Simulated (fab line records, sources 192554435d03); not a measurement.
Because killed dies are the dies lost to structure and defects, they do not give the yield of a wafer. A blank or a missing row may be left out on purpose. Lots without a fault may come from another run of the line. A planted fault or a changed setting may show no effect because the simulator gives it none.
Chamber matching :: flow n5 finfet :: rie diel-03 running N5_WELL_APT_DESCUM_30: 4 sister chambers
The step chemistry O2, time 7.9 s. 22 wafers are shown with their chamber, then 11 later ones without.

## WAFERS, EACH WITH ITS CHAMBER
wafer: L075.1
chamber: 1
drypump motor current A (A): 6.6
showerhead plenum p Torr (Torr): 2.12
throttle valve pct (%): 20.78

wafer: L075.2
chamber: 2
drypump motor current A (A): 5.8
showerhead plenum p Torr (Torr): 2.02
throttle valve pct (%): 20.36

wafer: L075.3
chamber: 0
drypump motor current A (A): 5.5
showerhead plenum p Torr (Torr): 2.15
throttle valve pct (%): 20.57

wafer: L075.4
chamber: 3
drypump motor current A (A): 5.2
showerhead plenum p Torr (Torr): 2.24
throttle valve pct (%): 20.44

wafer: L075.5
chamber: 2
drypump motor current A (A): 5.7
showerhead plenum p Torr (Torr): 2.02
throttle valve pct (%): 20.33

wafer: L075.6
chamber: 3
drypump motor current A (A): 5.2
showerhead plenum p Torr (Torr): 2.24
throttle valve pct (%): 20.46

wafer: L079.1
chamber: 3
drypump motor current A (A): 5.2
showerhead plenum p Torr (Torr): 2.23
throttle valve pct (%): 20.47

wafer: L079.4
chamber: 0
drypump motor current A (A): 5.5
showerhead plenum p Torr (Torr): 2.15
throttle valve pct (%): 20.57

wafer: L079.6
chamber: 2
drypump motor current A (A): 5.7
showerhead plenum p Torr (Torr): 2.02
throttle valve pct (%): 20.37

wafer: L080.1
chamber: 3
drypump motor current A (A): 5.3
showerhead plenum p Torr (Torr): 2.23
throttle valve pct (%): 20.47

wafer: L080.2
chamber: 1
drypump motor current A (A): 6.6
showerhead plenum p Torr (Torr): 2.12
throttle valve pct (%): 20.80

wafer: L080.4
chamber: 2
drypump motor current A (A): 5.7
showerhead plenum p Torr (Torr): 2.02
throttle valve pct (%): 20.37

wafer: L087.2
chamber: 2
drypump motor current A (A): 5.8
showerhead plenum p Torr (Torr): 2.01
throttle valve pct (%): 20.39

wafer: L087.3
chamber: 0
drypump motor current A (A): 5.5
showerhead plenum p Torr (Torr): 2.14
throttle valve pct (%): 20.60

wafer: L087.4
chamber: 1
drypump motor current A (A): 6.6
showerhead plenum p Torr (Torr): 2.11
throttle valve pct (%): 20.82

wafer: L090.3
chamber: 0
drypump motor current A (A): 5.6
showerhead plenum p Torr (Torr): 2.14
throttle valve pct (%): 20.60

wafer: L090.4
chamber: 2
drypump motor current A (A): 5.7
showerhead plenum p Torr (Torr): 2.01
throttle valve pct (%): 20.39

wafer: L090.5
chamber: 0
drypump motor current A (A): 5.5
showerhead plenum p Torr (Torr): 2.14
throttle valve pct (%): 20.60

wafer: L091.1
chamber: 2
drypump motor current A (A): 5.7
showerhead plenum p Torr (Torr): 2.01
throttle valve pct (%): 20.39

wafer: L091.2
chamber: 3
drypump motor current A (A): 5.3
showerhead plenum p Torr (Torr): 2.22
throttle valve pct (%): 20.52

wafer: L091.5
chamber: 2
drypump motor current A (A): 5.8
showerhead plenum p Torr (Torr): 2.01
throttle valve pct (%): 20.40

wafer: L092.1
chamber: 3
drypump motor current A (A): 5.3
showerhead plenum p Torr (Torr): 2.22
throttle valve pct (%): 20.51

SIGNATURES (means of the wafers above)
reading: drypump motor current A
chamber 0: 5.520
chamber 1: 6.600
chamber 2: 5.737
chamber 3: 5.250
scatter within a chamber: 0.0482

reading: showerhead plenum p Torr
chamber 0: 2.1440
chamber 1: 2.1167
chamber 2: 2.0150
chamber 3: 2.2300
scatter within a chamber: 0.00661

reading: throttle valve pct
chamber 0: 20.5880
chamber 1: 20.8000
chamber 2: 20.3750
chamber 3: 20.4783
scatter within a chamber: 0.0238
Rule: for a wafer and a chamber, the distance is found by dividing, reading by reading, the gap between the wafer's reading and the chamber's mean by the reading's scatter, squaring, summing and taking the root. The wafer belongs to the nearest chamber; if the next one is less than 2 further off, it can't be placed. The scatter: the root of (the sum of the squares of (reading less its chamber's mean) over the shown wafers, divided by (wafers less chambers)).

## WAFERS WHOSE CHAMBER IS MISSING
wafer: L092.2
drypump motor current A (A): 5.8
showerhead plenum p Torr (Torr): 2.01
throttle valve pct (%): 20.40

wafer: L092.3
drypump motor current A (A): 6.6
showerhead plenum p Torr (Torr): 2.11
throttle valve pct (%): 20.83

wafer: L092.4
drypump motor current A (A): 5.8
showerhead plenum p Torr (Torr): 2.01
throttle valve pct (%): 20.41

wafer: L092.5
drypump motor current A (A): 6.6
showerhead plenum p Torr (Torr): 2.11
throttle valve pct (%): 20.81

wafer: L092.6
drypump motor current A (A): 5.2
showerhead plenum p Torr (Torr): 2.22
throttle valve pct (%): 20.49

wafer: L093.1
drypump motor current A (A): 6.6
showerhead plenum p Torr (Torr): 2.11
throttle valve pct (%): 20.84

wafer: L093.2
drypump motor current A (A): 5.8
showerhead plenum p Torr (Torr): 2.01
throttle valve pct (%): 20.43

wafer: L093.3
drypump motor current A (A): 5.3
showerhead plenum p Torr (Torr): 2.22
throttle valve pct (%): 20.51

wafer: L097.1
drypump motor current A (A): 5.8
showerhead plenum p Torr (Torr): 2.00
throttle valve pct (%): 20.43

wafer: L097.3
drypump motor current A (A): 5.3
showerhead plenum p Torr (Torr): 2.22
throttle valve pct (%): 20.53

wafer: L097.6
drypump motor current A (A): 6.6
showerhead plenum p Torr (Torr): 2.10
throttle valve pct (%): 20.84

## CHAMBER TAKEN BY EACH
wafer: L092.2
from the rows above: 2
in truth: 2

wafer: L092.3
from the rows above: 1
in truth: 1

wafer: L092.4
from the rows above: 2
in truth: 2

wafer: L092.5
from the rows above: 1
in truth: 1

wafer: L092.6
from the rows above: 3
in truth: 3

wafer: L093.1
from the rows above: 1
in truth: 1

wafer: L093.2
from the rows above: 2
in truth: 2

wafer: L093.3
from the rows above: 3
in truth: 3

wafer: L097.1
from the rows above: 2
in truth: 2

wafer: L097.3
from the rows above: 3
in truth: 3

wafer: L097.6
from the rows above: 1
in truth: 1
Correctly placed: 11 of 11. Number that these rows cannot place: 0. Number placed wrongly: 0.
